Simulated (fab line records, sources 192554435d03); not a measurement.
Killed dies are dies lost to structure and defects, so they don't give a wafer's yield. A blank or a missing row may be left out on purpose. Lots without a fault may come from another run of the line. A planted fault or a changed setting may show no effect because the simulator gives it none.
Chamber matching | flow n5_finfet | N5_GATE_CUT_STRIP_42 on rie_diel-06: 4 sister chambers
The step strips in O2. 20 wafers are shown with their chamber, then 10 later ones without.

WAFERS WITH THEIR CHAMBER
wafer  | chamber | drypump_motor_current_A (A) | throttle_valve_pct (%) | showerhead_plenum_p_Torr (Torr)
L074.1 | 3       | 6.2                         | 16.89                  | 2.10
L074.2 | 0       | 5.7                         | 16.86                  | 2.18
L074.3 | 2       | 4.8                         | 16.81                  | 1.97
L074.4 | 1       | 5.6                         | 16.35                  | 1.93
L074.5 | 0       | 5.6                         | 16.84                  | 2.18
L074.6 | 3       | 6.2                         | 16.89                  | 2.10
L083.3 | 3       | 6.1                         | 16.91                  | 2.09
L083.4 | 3       | 6.1                         | 16.91                  | 2.09
L083.5 | 0       | 5.6                         | 16.88                  | 2.17
L084.1 | 2       | 4.8                         | 16.39                  | 2.22
L084.2 | 3       | 6.1                         | 16.92                  | 2.09
L084.4 | 1       | 5.5                         | 16.39                  | 1.92
L085.2 | 0       | 5.6                         | 16.91                  | 2.17
L085.3 | 2       | 4.8                         | 16.39                  | 2.22
L085.5 | 3       | 6.1                         | 16.89                  | 2.09
L087.1 | 1       | 5.6                         | 16.42                  | 1.92
L087.4 | 3       | 6.1                         | 16.96                  | 2.09
L087.5 | 2       | 4.8                         | 16.40                  | 2.22
L088.2 | 1       | 5.5                         | 16.43                  | 1.92
L088.5 | 2       | 4.8                         | 16.41                  | 2.22

SIGNATURES (means of the wafers above)
reading                  | chamber 0 | chamber 1 | chamber 2 | chamber 3 | scatter within a chamber
drypump_motor_current_A  | 5.625     | 5.550     | 4.800     | 6.129     | 0.0446
throttle_valve_pct       | 16.8725   | 16.3975   | 16.4800   | 16.9100   | 0.0958
showerhead_plenum_p_Torr | 2.1750    | 1.9225    | 2.1700    | 2.0929    | 0.0561
Rule: a wafer's distance from a chamber is the root of the sum, over the readings, of the square of ((its reading less the chamber's mean) divided by the reading's scatter). The wafer belongs to the nearest chamber; if the next one is less than 2 further off, it can't be placed. The scatter: the root of (the sum of the squares of (reading less its chamber's mean) over the shown wafers, divided by (wafers less chambers)).

WAFERS WITHOUT THEIR CHAMBER
wafer  | drypump_motor_current_A (A) | throttle_valve_pct (%) | showerhead_plenum_p_Torr (Torr)
L088.6 | 5.5                         | 16.39                  | 1.92
L091.1 | 5.6                         | 16.90                  | 2.17
L091.3 | 6.1                         | 16.96                  | 2.08
L091.5 | 4.8                         | 16.42                  | 2.22
L095.1 | 5.6                         | 16.44                  | 1.91
L095.2 | 5.6                         | 16.91                  | 2.17
L095.4 | 6.2                         | 16.96                  | 2.08
L097.1 | 6.1                         | 16.97                  | 2.08
L097.3 | 4.8                         | 16.46                  | 2.22
L097.5 | 5.6                         | 16.45                  | 1.91

WHICH CHAMBER EACH WENT THROUGH
wafer  | from the rows above | in truth
L088.6 | 1                   | 1
L091.1 | 0                   | 0
L091.3 | 3                   | 3
L091.5 | 2                   | 2
L095.1 | 1                   | 1
L095.2 | 0                   | 0
L095.4 | 3                   | 3
L097.1 | 3                   | 3
L097.3 | 2                   | 2
L097.5 | 1                   | 1
Placed correctly: 10 of 10. Can't be placed from these rows: 0. Placed wrongly: 0.
